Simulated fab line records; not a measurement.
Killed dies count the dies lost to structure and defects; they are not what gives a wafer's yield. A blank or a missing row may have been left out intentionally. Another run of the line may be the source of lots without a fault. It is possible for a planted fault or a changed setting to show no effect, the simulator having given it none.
Matching of chambers | flow n5Finfet | N5_HKMG_FIN_PWFM_ALD_03 on aldMetal-01: 4 sister chambers
The step deposits TiN, target thk 2 nm, pulse time 1 s, purge time 3 s. 8 wafers are shown with their chamber, then 12 later ones without.

## WAFERS PAIRED WITH THEIR CHAMBERS
wafer  | chamber | heaterPowerW (W) | precursorPulseHeightRel
L086.1 | 0       | 706              | 1.023
L086.4 | 1       | 851              | 1.033
L089.1 | 2       | 982              | 0.999
L089.2 | 3       | 722              | 1.009
L089.3 | 0       | 700              | 1.008
L089.4 | 1       | 816              | 1.016
L089.5 | 2       | 1002             | 0.992
L089.6 | 3       | 733              | 1.001

## WAFERS WHOSE CHAMBER IS MISSING
wafer  | heaterPowerW (W) | precursorPulseHeightRel
L091.3 | 703              | 0.984
L091.4 | 717              | 1.017
L091.5 | 838              | 0.995
L095.2 | 819              | 0.997
L095.5 | 695              | 0.987
L095.6 | 848              | 1.002
L096.1 | 711              | 0.986
L096.2 | 726              | 1.003
L096.3 | 1005             | 1.004
L096.4 | 826              | 0.985
L096.5 | 978              | 1.023
L096.6 | 709              | 0.971

## WHICH CHAMBER EACH ONE RAN IN
wafer  | from the rows above     | in truth
L091.3 | can't be placed: 3 or 0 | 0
L091.4 | can't be placed: 0 or 3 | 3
L091.5 | 1                       | 1
L095.2 | 1                       | 1
L095.5 | can't be placed: 3 or 0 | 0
L095.6 | 1                       | 1
L096.1 | can't be placed: 3 or 0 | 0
L096.2 | can't be placed: 3 or 0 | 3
L096.3 | 2                       | 2
L096.4 | 1                       | 1
L096.5 | 2                       | 2
L096.6 | can't be placed: 3 or 0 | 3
6 of 12 placed correctly. These rows do not allow placing 6 (true chamber among the candidates in 6). Placed wrongly: 0.
How it was worked out, from the rows above alone: a wafer's distance from a chamber is the root of the sum, over the readings, of the square of ((its reading less the chamber's mean) divided by the reading's scatter). The wafer belongs to the nearest chamber; if the next one is less than 2 further off, it can't be placed. A chamber's mean is the mean of its shown wafers. The scatter: the root of (the sum of the squares of (reading less its chamber's mean) over the shown wafers, divided by (wafers less chambers)).
